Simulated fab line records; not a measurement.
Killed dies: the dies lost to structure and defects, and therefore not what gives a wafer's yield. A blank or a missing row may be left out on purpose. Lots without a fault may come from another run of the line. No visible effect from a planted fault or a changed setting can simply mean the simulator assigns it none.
The tool behind it: which one? / flow nand_harc / Sampling: 11 lots, 33 wafers, 3 of 1159 route steps

## WHAT EACH GAUGE READ, for each wafer
NHARC_A_M0_CD_MEAS_09 targets a cd of 80 nm.
lot=L377; measured=day 17 20:58; on=cd_sem-02; cd_nm (nm)=80.0 80.3 79.9
lot=L378; measured=day 18 15:24; on=cd_sem-02; cd_nm (nm)=79.9 79.4 80.3
lot=L379; measured=day 19 04:12; on=cd_sem-03; cd_nm (nm)=79.8 79.1 79.2
lot=L382; measured=day 19 09:21; on=cd_sem-01; cd_nm (nm)=79.5 79.7 79.4
lot=L380; measured=day 19 13:55; on=cd_sem-01; cd_nm (nm)=79.9 80.1 80.0
lot=L381; measured=day 19 15:13; on=cd_sem-01; cd_nm (nm)=79.6 79.5 79.8
lot=L385; measured=day 20 14:28; on=cd_sem-03; cd_nm (nm)=80.2 80.1 79.7
lot=L387; measured=day 21 02:34; on=cd_sem-01; cd_nm (nm)=81.0 79.9 79.7
lot=L389; measured=day 21 11:05; on=cd_sem-01; cd_nm (nm)=79.9 80.1 80.2
lot=L390; measured=day 21 13:43; on=cd_sem-02; cd_nm (nm)=106.6 107.1 107.0
lot=L388; measured=day 21 16:55; on=cd_sem-03; cd_nm (nm)=101.7 100.9 100.8

## TOOL THAT RAN EACH LOT (tool first, then ch and the chambers of the sampled wafers, then the start)
lot=L377; NHARC_A_BLC_ETCH_17=rie_diel-10 ch 0,2,3, day 17 20:49 or earlier; NHARC_A_M0_EXPOSE_06=arfi_scanner-02 ch 0, day 17 20:49
lot=L378; NHARC_A_BLC_ETCH_17=rie_diel-10 ch 1,2,3, day 18 15:15 or earlier; NHARC_A_M0_EXPOSE_06=arfi_scanner-03 ch 0, day 18 15:15
lot=L379; NHARC_A_BLC_ETCH_17=rie_diel-13 ch 0,1,2, day 19 04:04 or earlier; NHARC_A_M0_EXPOSE_06=arfi_scanner-02 ch 0, day 19 04:04
lot=L382; NHARC_A_BLC_ETCH_17=rie_diel-13 ch 0,1, day 19 09:13 or earlier; NHARC_A_M0_EXPOSE_06=arfi_scanner-03 ch 0, day 19 09:13
lot=L380; NHARC_A_BLC_ETCH_17=rie_diel-13 ch 0,1,2, day 19 13:46 or earlier; NHARC_A_M0_EXPOSE_06=arfi_scanner-03 ch 0, day 19 13:46
lot=L381; NHARC_A_BLC_ETCH_17=rie_diel-13 ch 0,1,2, day 19 15:05 or earlier; NHARC_A_M0_EXPOSE_06=arfi_scanner-01 ch 0, day 19 15:05
lot=L385; NHARC_A_BLC_ETCH_17=rie_diel-10 ch 0,1,3, day 20 14:19 or earlier; NHARC_A_M0_EXPOSE_06=arfi_scanner-03 ch 0, day 20 14:19
lot=L387; NHARC_A_BLC_ETCH_17=rie_diel-10 ch 1,2, day 21 02:25 or earlier; NHARC_A_M0_EXPOSE_06=arfi_scanner-02 ch 0, day 21 02:25
lot=L389; NHARC_A_BLC_ETCH_17=rie_diel-13 ch 0,1, day 21 10:57 or earlier; NHARC_A_M0_EXPOSE_06=arfi_scanner-02 ch 0, day 21 10:57
lot=L390; NHARC_A_BLC_ETCH_17=rie_diel-13 ch 0,1, day 21 13:34 or earlier; NHARC_A_M0_EXPOSE_06=arfi_scanner-02 ch 0, day 21 13:34
lot=L388; NHARC_A_BLC_ETCH_17=rie_diel-10 ch 1,2,3, day 21 16:47 or earlier; NHARC_A_M0_EXPOSE_06=arfi_scanner-02 ch 0, day 21 16:47
- NHARC_A_BLC_ETCH_17: etches the open film in N2/H2, target depth 390 nm, time 609.38 s.
- NHARC_A_M0_EXPOSE_06: exposes mask A M0, target cd 80 nm.

## THE ANSWER, worked out from the rows above alone
Rule: the lots themselves supply what counts as usual. Put in order of their means at a reading, lots are off if they are a third of the lots or fewer, leave a main group of 4 or more, and stand apart from it by a gap of 3 or more times the standard deviation of the main group's means; of several such gaps the widest counts. The tables above print the reading to a certain number of digits; a main group whose means all agree to those digits is not used. A lot without any number at a reading at which 4 lots or more have one is off too. The other lots that the step has rows for count as sound.
Off: L390, L388 (NHARC_A_M0_CD_MEAS_09, cd_nm). The main group has a mean of 79.9 nm with a standard deviation of 0.27.
A tool fits if, at a process step before that reading, it ran every lot that is off, and no sound lot after the first of them. Gauges at NHARC_A_M0_CD_MEAS_09: tried the same way as those tools. With no start given for some of its lots, NHARC_A_BLC_ETCH_17 uses the hours and lot order of NHARC_A_M0_EXPOSE_06. One fits: NHARC_A_M0_EXPOSE_06 on arfi_scanner-02. Its last sound lot is L389 (day 21 10:57), its first lot that is off L390 (day 21 13:34): a fault that began between those two fits.

## WHAT THE SIMULATOR HAD INSERTED
Drift in process parameters on arfi_scanner-02 at NHARC_A_M0_EXPOSE_06, starting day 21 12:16. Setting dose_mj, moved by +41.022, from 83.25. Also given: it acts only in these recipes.
Struck lots among those shown: L390, L388. The same result came from the rule above.
